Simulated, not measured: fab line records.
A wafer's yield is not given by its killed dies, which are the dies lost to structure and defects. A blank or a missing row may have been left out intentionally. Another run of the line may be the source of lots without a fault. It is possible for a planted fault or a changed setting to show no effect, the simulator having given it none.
Struck lot and sound lot, side by side :: flow nand-harc :: 13 out of 1159 route steps
Sound: the wafers L880.1, L880.4, L880.5. Struck: wafer L884.4 (left out: L884.1, L884.6 of the same lot, which were not struck); the cause appears at the end.
Order at every step that has rows: each side's tool, ch and its chambers, its first start. Under that, the readings that differ: sound wafers :: struck wafers :: difference of the means :: sigmas: that difference in standard deviations of wafers without a fault.
alike: same words and numbers on both sides, and readings whose means sit less than 2 such deviations apart. not compared: any withheld reading, any reading some wafer has no value for, any bound like >300 that may hide the same value, and any number with overlapping values for which the record gives no deviation.
Wherever a step has rows on one side only, a row that says differs or no value, or a row with sigmas, the two part there. Numbers that have no deviation but don't overlap get no sigmas and don't part them. A reading that every wafer of one side lacks parts them only if that side has two wafers or more.

NHARC_A_WL_FILL_ALD_02: deposits TiN, target thk 2 nm, pulse time 3 s, ald cycles 100.
  sound on ald-metal-01 ch 0,2,3, day 18 04:41; struck on ald-metal-04 ch 3, day 19 04:20
  alike: heater-power-outer-w, heater-power-w, precursor-pulse-height-rel, susceptor-temp-C
NHARC_A_WL_FILL_CVD_03: deposits W, target thk 40 nm, time 3302 s.
  sound on cvd-w-01 ch 0,1, day 18 09:14; struck on cvd-w-02 ch 0, day 19 08:02
  alike: heater-power-outer-w, heater-power-w, susceptor-temp-C, throttle-valve-pct
NHARC_A_WL_FILL_ETCHBACK_04: etches the open film in NF3, target depth 60 nm, time 120 s.
  sound on rie-metal-01 ch 0,1, day 18 12:36; struck on rie-metal-01 ch 0, day 19 10:55
  alike: drypump-motor-current-A, oes-product-au, run-length-s
  not compared: rf-hours-counter-h
NHARC_A_WL_FILL_ETCHBACK_05: etches the open film in Cl2/BCl3, target depth 22 nm, time 60 s.
  sound on rie-metal-01 ch 0,1, day 18 12:51; struck on rie-metal-01 ch 1, day 19 11:12
  alike: drypump-motor-current-A, oes-product-au, run-length-s
  not compared: rf-hours-counter-h
then, 5 steps without rows for these wafers: NHARC_A_WL_FILL_STRIP_27 (strips in N2/H2, time 20 s); NHARC_A_WL_FILL_STRIP_28 (strips in post etch residue remover, time 1200 s); NHARC_A_WL_FILL_PRECLEAN_06 (cleans in DIW, time 300 s); NHARC_A_WL_FILL_SRD_07; NHARC_A_WL_FILL_ANNEAL_08 (time 1800 s).
NHARC_A_WL_FILL_ALD_10: deposits SiO2, target thk 50 nm, pulse time 10 s, ald cycles 500.
  sound on ald-hk-02 ch 1,2,3, day 18 17:24; struck on ald-hk-03 ch 2, day 19 17:52
  alike: heater-power-outer-w, heater-power-w, precursor-pulse-height-rel, susceptor-temp-C
NHARC_A_WL_FILL_ETCHBACK_16: etches the open film in C4F8/O2/Ar, target depth 88 nm, time 17.6 s.
  sound on rie-diel-09 ch 0,2,3, day 18 21:34; struck on rie-diel-02 ch 2, day 19 22:00
reading: oes-product-au (a.u.)
sound: 0.93 1.00 0.92
struck: 1.03
difference: +0.08
sigmas: +2

reading: run-length-s (s)
sound: 39.2 38.2 38.8
struck: 27.9
difference: -10.8
sigmas: -23
  alike: rf-vpp-V
  not compared: rf-hours-counter-h
then, 1 step without rows for these wafers: NHARC_A_WL_FILL_STRIP_29 (strips in O2, time 20 s).
-- jump in the record: it breaks off in module A_WL_FILL and resumes in module END (first step shown: number 1159 of the route), and 4 days separate the struck wafers' starts before and after --
NHARC_END_SORT_01:
  only the struck wafers appear in the record here, on prober-02 ch 0 at day 24 02:38; the sound ones have no rows

== WHERE THEY PART ==
Last at NHARC_END_SORT_01 as far as this record goes, first at NHARC_A_WL_FILL_ETCHBACK_16.

WHY: what had been put in by the simulator
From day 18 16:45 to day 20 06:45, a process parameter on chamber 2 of rie-diel-02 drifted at NHARC_A_WL_FILL_ETCHBACK_16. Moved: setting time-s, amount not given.
